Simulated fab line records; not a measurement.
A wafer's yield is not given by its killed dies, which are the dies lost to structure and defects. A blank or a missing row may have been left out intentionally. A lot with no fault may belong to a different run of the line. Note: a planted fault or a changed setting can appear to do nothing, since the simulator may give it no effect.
Comparing a struck lot with a sound one :: flow n5-finfet :: 26 steps out of a route of 1938
Sound: these wafers, L509.4, L509.5, L509.6. Wafers L516.1, L516.4, L516.6 were the ones struck. The cause is given at the end.
Per side, at each step with rows, come the tool, then ch with its chambers, and then its first start. Under that, the readings that differ: sound wafers :: struck wafers :: difference of the means :: sigmas: that difference in standard deviations of wafers without a fault.
alike: readings whose means differ by less than 2 such deviations, and words and numbers that are the same on both sides. not compared: withheld readings, readings that some wafer has no value for, bounds like >300 that may hide the same value, and numbers for which the record gives no deviation and whose values overlap.
A row with sigmas, a row that says differs or no value, or rows on one side alone: a step with any of these is where the two part. When numbers do not overlap yet have no deviation, they are printed without sigmas and do not part them. Lack of a reading on every wafer of one side parts them only where that side has two or more wafers.

first, 1 step without rows for these wafers: N5_DUMMY_GATE_SRD_01 (time 30 s).
N5_DUMMY_GATE_ALD_02: deposits SiO2, target thk 2 nm, pulse time 1 s.
  sound on ald-sin-02 ch 1,2, day 3 19:53; struck on ald-sin-02 ch 0,1,3, day 5 15:22
  alike: heater-power-w, precursor-pulse-height-rel
then, 3 steps without rows for these wafers: N5_DUMMY_GATE_CVD_03 (deposits a-Si from SiH4, target thk 150 nm, time 8042 s); N5_DUMMY_GATE_PRECLEAN_46 (cleans in DIW, time 89.5 s); N5_DUMMY_GATE_SRD_47 (dry time 32 s).
N5_DUMMY_GATE_CMP_04: polishes a-Si.
  sound on cmp-01 ch 0,1, day 3 23:46; struck on cmp-03 ch 0,1,2, day 5 19:13
  alike: motor-current-A, time-to-endpoint-s
N5_DUMMY_GATE_THK_MEAS_05:
  sound on film-metro-02, day 3 23:58; struck on film-metro-02, day 5 19:28
  alike: thk-nm
then, 5 steps without rows for these wafers: N5_DUMMY_GATE_HM_DEP_06 (deposits SiNx from DCS/NH3, target thk 80 nm, time 5141 s); N5_DUMMY_GATE_PECVD_30 (deposits SiO2 from TEOS/O2, target thk 55 nm, time 10.8 s); N5_DUMMY_GATE_COAT_34 (time 60 s, resist thk 60 nm); N5_DUMMY_GATE_COAT_35 (time 60 s, resist thk 10 nm); N5_DUMMY_GATE_COAT_28 (time 60 s, resist thk 10 nm).
N5_DUMMY_GATE_COAT_09: resist thk 30 nm.
  sound on litho-track-02 ch 0, day 4 04:01; struck on litho-track-04 ch 0, day 5 23:29
reading: spin-speed-rpm (rpm)
sound: 1498.0 1499.0 1498.0
struck: 1465.4 1467.4 1465.5
difference: -32.2
sigmas: -29

reading: model.CAR-EUV_of_DUMMY_GATE_COAT_09.thk-nm (nm)
sound: 30 30 30.2
struck: 30.4 30.4 30.4
difference: +0.3
sigmas: 
  alike: exhaust-pa
then, 5 steps without rows for these wafers: N5_DUMMY_GATE_EBR_11; N5_DUMMY_GATE_SOFTBAKE_10 (time 60 s); N5_DUMMY_GATE_EXPOSE_12 (exposes mask GATE, target cd 25 nm); N5_DUMMY_GATE_PEB_13 (peb time 60 s); N5_DUMMY_GATE_DEVELOP_14 (develop time 30 s).
N5_DUMMY_GATE_CD_MEAS_15: the cd target is 25.8 nm.
  sound on cd-sem-02 ch 0, day 4 04:24; struck on cd-sem-02 ch 0, day 5 23:45
  alike: cd-nm
N5_DUMMY_GATE_OVL_MEAS_16:
  sound on overlay-01 ch 0, day 4 04:27; struck on overlay-01 ch 0, day 5 23:47
  alike: GATE_OVL
N5_DUMMY_GATE_INSPECT_17: inspects for defects (brightfield).
  sound on defect-inspect-02, day 4 04:29; struck on defect-inspect-02, day 5 23:51
  alike: raw-defect-count
N5_DUMMY_GATE_DESCUM_20: chemistry O2, time 6.2 s.
  sound on rie-diel-02 ch 1,2, day 4 04:31; struck on rie-diel-02 ch 0,2,3, day 5 23:53
  alike: drypump-motor-current-A, oes-product-au, rf-vpp-V, showerhead-plenum-p-Torr, throttle-valve-pct
  not compared: rf-hours-counter-h
N5_DUMMY_GATE_ETCH_29: etches underlayer in N2/H2, target depth 13 nm.
  sound on rie-diel-02 ch 1,2, day 4 04:35; struck on rie-diel-02 ch 0,2,3, day 5 23:57
reading: model.CAR-EUV_of_DUMMY_GATE_COAT_09.thk-nm (nm)
sound: 19 19 19
struck: 19.4 19.6 19.4
difference: +0.5
sigmas: 
  alike: drypump-motor-current-A, oes-product-au, rf-vpp-V, showerhead-plenum-p-Torr, throttle-valve-pct
  not compared: rf-hours-counter-h
N5_DUMMY_GATE_ETCH_36: etches SiARC in CF4, target depth 13 nm.
  sound on rie-diel-02 ch 1,2, day 4 04:37; struck on rie-diel-02 ch 0,2,3, day 5 23:59
  alike: drypump-motor-current-A, oes-product-au, rf-vpp-V, showerhead-plenum-p-Torr, throttle-valve-pct
  not compared: rf-hours-counter-h
-- record jumps: 5 days separate the struck wafers' starts on either side; left off in module DUMMY_GATE, taken up again in module BEOL_M4, whose first shown step is the route's number 1111 --
N5_BEOL_M4_RC_MEAS_101:
  sound on prober-01 ch 0, day 9 00:50; struck on prober-02 ch 0, day 10 21:06
  alike: DIBL_N, DIBL_P, IOFF_N, IOFF_P, ION_N, ION_P, SS_N, SS_P, VT_N, VT_P
-- here the record skips 4 days between the struck wafers' starts before and after, leaving off in module BEOL_M4 and picking up in module PASSIVATION (first step shown: number 1936 of the route) --
N5_PASSIVATION_PROBE_49:
  sound on prober-01, day 13 02:32; struck on prober-01, day 15 08:11
reading: defect-limited-yield (%)
sound: 91.4 88.1 90.1
struck: 93.5 93.1 94.2
difference: +3.7
sigmas: +2

reading: killed-at-front-end
sound: 42 61 62
struck: 24 25 26
difference: -30
sigmas: -3

reading: killed-dies
sound: 101 140 117
struck: 77 81 69
difference: -44
sigmas: -2

reading: killed-short
sound: 40 45 46
struck: 32 24 24
difference: -17
sigmas: -2

reading: sort_bin_5_function (%)
sound: 5.2 6.7 6.2
struck: 3.8 3.5 3.6
difference: -2.4
sigmas: -3

reading: sort-n-pass
sound: 1079 1040 1063
struck: 1103 1099 1111
difference: +44
sigmas: +2

reading: sort-yield-pct (%)
sound: 91.4 88.1 90.1
struck: 93.5 93.1 94.2
difference: +3.7
sigmas: +2
  alike: killed_at_M0_to_M3, killed_at_M4_up, killed-at-contacts, killed-at-other, killed-on-rim, killed-open, sort_bin_6_memory, sort_bin_8_speed

== WHERE THEY PART ==
Earliest at N5_DUMMY_GATE_COAT_09; latest, in this record, at N5_PASSIVATION_PROBE_49.

WHY: what the simulator had put in
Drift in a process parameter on litho-track-04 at N5_DUMMY_GATE_COAT_09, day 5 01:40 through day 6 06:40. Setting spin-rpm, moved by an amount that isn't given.
